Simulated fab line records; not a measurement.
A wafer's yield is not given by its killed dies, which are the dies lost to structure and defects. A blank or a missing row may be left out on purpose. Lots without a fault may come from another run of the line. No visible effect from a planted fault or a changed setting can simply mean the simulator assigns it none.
2 desks, one fault    flow nand harc    each desk holds nothing but its own numbers, with what lay behind them at the end

## THE DEFECT DESK
Counts from the inspections along the route, per lot, as means over the sampled wafers that have a number. Marked OUT: a lot whose mean sits more than 4 standard deviations from the usual mean, which makes it out of limits; the brackets give that distance.
Columns: A = raw defect count at NHARC_A_BLC_INSPECT_12, usual 82
lot   first seen here  A
L567  day 22 19:07     73
L565  day 23 01:05     18
L570  day 25 04:22     61
L568  day 25 12:51     27
L571  day 25 13:56     153
L573  day 25 23:50     159
L574  day 26 14:16     73
L581  day 29 00:35     104
L583  day 29 15:41     82
L585  day 30 08:51     129
L587  day 31 20:47     19
L588  day 32 04:44     61
This desk found nothing out of limits on any of the 12 lots.

## FROM THE METROLOGY DESK
Lot by lot, what the gauges showed, no matter which tool ran the lot: averages of those sampled wafers that carry a number. Marked OUT: a lot whose mean sits more than 4 standard deviations from the usual mean, which makes it out of limits; the brackets give that distance.
Columns: A = cd nm at NHARC_A_BLC_CD_MEAS_10, usual 99.9 nm
lot   first seen here  A
L567  day 22 19:00     98.7
L565  day 23 00:57     99.8
L570  day 25 04:14     99.6
L568  day 25 12:44     99.8
L571  day 25 13:49     100.6
L573  day 25 23:43     99.6
L574  day 26 14:07     100.6
L581  day 29 00:28     94.1 (-7.6) OUT
L583  day 29 15:34     93.7 (-8.0) OUT
L585  day 30 08:44     101.0
L587  day 31 20:39     100.1
L588  day 32 04:37     99.4
This desk's verdict: out of limits on L581, L583, starting with L581 at day 29 00:28 (cd nm at NHARC_A_BLC_CD_MEAS_10). Within limits: L567, L565, L570, L568, L571, L573, L574, L585, L587, L588.

## PUT TOGETHER
At day 29 00:28 the metrology desk could have sounded an alarm, on L581, L583.
The defect desk saw nothing out of limits.
The defect desk has L581, L583 on record, within its limits.
NHARC_A_BLC_DEVELOP_09 was run on litho track-06 by each of the lots named.

## WHAT HAD BEEN PUT IN BY THE SIMULATOR
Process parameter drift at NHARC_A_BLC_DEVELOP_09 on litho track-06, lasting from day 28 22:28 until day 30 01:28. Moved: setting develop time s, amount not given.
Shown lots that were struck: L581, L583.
Time in hours between the start of the fault and the first out-of-limits reading at each desk: metrology desk, 2.
